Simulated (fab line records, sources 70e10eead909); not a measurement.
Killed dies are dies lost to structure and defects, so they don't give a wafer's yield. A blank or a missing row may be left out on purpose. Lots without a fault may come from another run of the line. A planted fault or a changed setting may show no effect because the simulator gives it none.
A struck lot beside a sound one | flow nand_harc | 40 steps out of a route of 1159
Sound: wafers L760.2, L760.4, L760.6. Struck: wafer L775.6. (L775.3, L775.4 of the same lot were not struck and are left out.) The cause comes at the end.
At each step with rows: each side's tool, then ch and its chambers, then its first start. Under that, the readings that differ: sound wafers | struck wafers | difference of the means | sigmas: that difference in standard deviations of wafers without a fault.
alike: readings whose means differ by less than 2 such deviations, and words and numbers that are the same on both sides. not compared: withheld readings, readings that some wafer has no value for, bounds like >300 that may hide the same value, and numbers for which the record gives no deviation and whose values overlap.
The two part at a step that has a row with sigmas, a row that says differs or no value, or rows on one side only. Numbers that don't overlap but have no deviation are shown without sigmas and don't part them. A reading that every wafer of one side lacks parts them only if that side has two wafers or more.

NHARC_P_M1_CD_MEAS_09: target cd 130 nm.
  sound on cd_sem-03 ch 0, day 6 18:41; struck on cd_sem-01 ch 0, day 10 10:41
  alike: cd_nm
NHARC_P_M1_OVL_MEAS_10: pitch 260 nm.
  sound on overlay-01, day 6 18:46; struck on overlay-01, day 10 10:46
  reading           | sound          | struck | difference | sigmas
  overlay_x_nm (nm) | -0.8 -1.3 -1.3 | 0.7    | +1.8       | +2
  alike: overlay_y_nm
NHARC_P_M1_INSPECT_11:
  sound on defect_inspect-02, day 6 18:48; struck on defect_inspect-02, day 10 10:48
  alike: raw_defect_count
then, 3 steps without rows for these wafers: NHARC_P_M1_DESCUM_14 (chemistry O2, time 3 s); NHARC_P_M1_ETCH_35 (etches the open film in N2/H2, target depth 40 nm, overetch 12 nm, time 43.94 s); NHARC_P_M1_ETCH_15 (etches the open film in C4F8/Ar, target depth 182.5 nm, time 91.2 s).
NHARC_P_M1_CD_MEAS_16:
  sound on cd_sem-03, day 6 19:10; struck on cd_sem-01, day 10 11:10
  alike: cd_nm
then, 5 steps without rows for these wafers: NHARC_P_M1_STRIP_18 (strips in N2/H2); NHARC_P_M1_ETCH_28 (etches the open film in CF4/N2, target depth 30 nm, time 72.99 s); NHARC_P_M1_STRIP_19 (strips in post etch residue remover, time 600 s); NHARC_P_M1_DEGAS_29 (time 60 s); NHARC_P_M1_PRE_CLEAN_30 (time 30 s).
NHARC_P_M1_PVD_20: deposits TaN, target thk 5 nm, time 8.06 s.
  sound on pvd_sputter-02, day 6 19:59; struck on pvd_sputter-02, day 10 12:00
  reading                | sound             | struck | difference | sigmas
  cathode_dc_power_W (W) | 15006 15005 15000 | 14996  | -8         | -3
  alike: chamber_pressure_pa, throttle_valve_pct
then, 2 steps without rows for these wafers: NHARC_P_M1_PVD_21 (deposits Cu, target thk 30 nm, time 20.49 s); NHARC_P_M1_ECD_22 (material Cu, target thk 400 nm).
NHARC_P_M1_ANNEAL_31: time 90 s.
  sound on rtp_anneal-01 ch 0, day 6 20:40; struck on rtp_anneal-01 ch 0, day 10 12:45
  alike: wafer_temp_C_max
then, 1 step without rows for these wafers: NHARC_P_M1_CMP_23 (polishes, t overpolish 20 s, target thk 157.82 nm).
NHARC_P_M1_THK_MEAS_24: measures by xrf.
  sound on film_metro-02, day 6 21:16; struck on film_metro-02, day 10 13:18
  alike: thk_nm
then, 1 step without rows for these wafers: NHARC_P_M1_SRD_25.
NHARC_P_M1_PRE_CLEAN_32: time 12 s.
  sound on pecvd-03 ch 0,1,2, day 6 21:31; struck on pecvd-02 ch 1, day 10 13:32
  alike: heater_power_w
then, 11 steps without rows for these wafers: NHARC_P_M1_DEP_33 (deposits SiCN, target thk 30 nm); NHARC_P_M2_DEP_00 (deposits SiOC, target thk 182.5 nm); NHARC_P_M2_DEHYDRATE_01 (time 120 s); NHARC_P_M2_HMDS_02 (time 30 s); NHARC_P_M2_COAT_34 (time 65 s); NHARC_P_M2_COAT_03 (resist thk 90 nm); NHARC_P_M2_SOFTBAKE_04 (time 55 s); NHARC_P_M2_EBR_05; NHARC_P_M2_EXPOSE_06 (exposes mask P M2, target cd 170 nm); NHARC_P_M2_PEB_07 (peb time 65 s); NHARC_P_M2_DEVELOP_08 (develop time 35 s).
NHARC_P_M2_CD_MEAS_09: target cd 170 nm.
  sound on cd_sem-03 ch 0, day 6 22:52; struck on cd_sem-01 ch 0, day 10 14:50
  alike: cd_nm
NHARC_P_M2_OVL_MEAS_10: pitch 340 nm.
  sound on overlay-01, day 6 22:57; struck on overlay-02, day 10 14:55
  reading           | sound          | struck | difference | sigmas
  overlay_y_nm (nm) | -1.3 -0.5 -0.6 | 0.9    | +1.7       | +2
  alike: overlay_x_nm
NHARC_P_M2_DESCUM_14: chemistry O2, time 3 s.
  sound on rie_diel-02 ch 0,1, day 6 23:05; struck on rie_diel-02 ch 3, day 10 15:02
  reading               | sound             | struck | difference | sigmas
  oes_product_au (a.u.) | 1.018 1.035 1.023 | 0.977  | -0.048     | -3
  alike: drypump_motor_current_A, mfc_ar_sccm, rf_vpp_V, showerhead_plenum_p_Torr, throttle_valve_pct
  not compared: rf_hours_counter_h
NHARC_P_M2_ETCH_35: etches the open film in N2/H2, target depth 40 nm, overetch 12 nm, time 43.94 s.
  sound on rie_diel-02 ch 1,3, day 6 23:11; struck on rie_diel-02 ch 3, day 10 15:07
  reading                | sound                | struck | difference | sigmas
  oes_product_au (a.u.)  | 0.998 1.024 1.032    | 0.987  | -0.031     | -2
  throttle_valve_pct (%) | 14.171 14.166 14.180 | 14.146 | -0.026     | -3
  alike: drypump_motor_current_A, mfc_ar_sccm, rf_vpp_V, showerhead_plenum_p_Torr
  not compared: rf_hours_counter_h
NHARC_P_M2_ETCH_15: etches the open film in C4F8/Ar, target depth 182.5 nm, time 91.2 s.
  sound on rie_diel-02 ch 0,2,3; struck on rie_diel-02 ch 3
  alike: oes_product_au, rf_vpp_V
  not compared: rf_hours_counter_h
NHARC_P_M2_CD_MEAS_16:
  sound on cd_sem-03, day 6 23:29; struck on cd_sem-03, day 10 15:30
  alike: cd_nm
then, 2 steps without rows for these wafers: NHARC_P_M2_STRIP_18 (strips in N2/H2); NHARC_P_M2_ETCH_28 (etches the open film in CF4/N2, target depth 30 nm, time 72.99 s).
-- the record jumps here: 14 days lie between the struck wafers' starts before and after (it left off in module P_M2 and takes up again in module END, whose first step shown is number 1159 of the route) --
NHARC_END_SORT_01:
  sound on prober-02 ch 0, day 20 03:58; struck on prober-02 ch 0, day 24 22:04
  reading                  | sound          | struck | difference | sigmas
  defect_limited_yield (%) | 96.3 96.9 97.5 | 89.5   | -7.4       | -4
  killed_at_periphery      | 2 1 0          | 60     | +59        | +27
  killed_dies              | 25 21 17       | 71     | +50        | +4
  sort_bin_2_pct (%)       | 1.2 1.2 0.6    | 4.0    | +3.0       | +4
  sort_bin_3_pct (%)       | 0.15 0.30 0    | 1.92   | +1.77      | +8
  sort_bin_4_pct (%)       | 2.4 1.6 1.9    | 4.6    | +2.6       | +2
  sort_n_pass              | 652 656 660    | 606    | -50        | -4
  sort_yield_pct (%)       | 96.3 96.9 97.5 | 89.5   | -7.4       | -4
  alike: killed_at_array, killed_at_other, killed_open, killed_short, sort_rim_yield_pct

WHERE THEY PART
First at NHARC_P_M1_OVL_MEAS_10; last, within this record, at NHARC_END_SORT_01.

WHY: what the simulator had put in
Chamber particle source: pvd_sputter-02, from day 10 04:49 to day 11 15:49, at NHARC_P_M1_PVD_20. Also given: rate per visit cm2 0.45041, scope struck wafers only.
